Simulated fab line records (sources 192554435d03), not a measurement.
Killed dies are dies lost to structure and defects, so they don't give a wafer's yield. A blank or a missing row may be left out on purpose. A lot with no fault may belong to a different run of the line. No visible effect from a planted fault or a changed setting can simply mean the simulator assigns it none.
Chamber matching	flow n5 finfet	4 sister chambers for N5_HKMG_FIN_ALD_79 on ald metal-01
The step deposits TiN, target thk 1.5 nm, pulse time 1 s, purge time 3 s. 8 wafers are shown with their chamber, then 12 later ones without.

## EACH WAFER AND ITS CHAMBER
wafer	chamber	heater power w (W)	precursor pulse height rel
L086.2	2	912	0.966
L087.1	2	871	1.029
L087.2	1	701	0.964
L087.4	3	870	1.019
L087.5	1	701	1.035
L090.2	3	878	1.023
L090.3	0	1011	1.003
L090.6	0	996	1.018

## WAFERS WITHOUT THEIR CHAMBER
wafer	heater power w (W)	precursor pulse height rel
L093.1	890	1.009
L093.2	708	0.984
L093.6	995	1.021
L094.1	726	0.976
L094.2	897	0.975
L094.3	888	0.996
L097.1	905	1.003
L097.2	1006	1.014
L097.3	872	0.998
L097.4	722	0.976
L097.5	877	1.026
L097.6	914	0.990

## EACH ONE'S CHAMBER
wafer	from the rows above	in truth
L093.1	can't be placed: 2 or 3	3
L093.2	1	1
L093.6	0	0
L094.1	1	1
L094.2	can't be placed: 2 or 3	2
L094.3	can't be placed: 2 or 3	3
L097.1	can't be placed: 2 or 3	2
L097.2	0	0
L097.3	can't be placed: 3 or 2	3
L097.4	1	1
L097.5	can't be placed: 3 or 2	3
L097.6	can't be placed: 2 or 3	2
Placed correctly: 5 of 12. These rows do not allow placing 7 (true chamber among the candidates in 7). Placed wrongly: 0.
How it was worked out, from the rows above alone: a wafer's distance from a chamber is the root of the sum, over the readings, of the square of ((its reading less the chamber's mean) divided by the reading's scatter). The wafer belongs to the nearest chamber; if the next one is less than 2 further off, it can't be placed. The mean given for a chamber averages the wafers shown for that chamber. How the scatter is found: for the shown wafers, subtract from each reading the mean of its chamber, square and add these, divide the total by (wafers less chambers), then take the root.
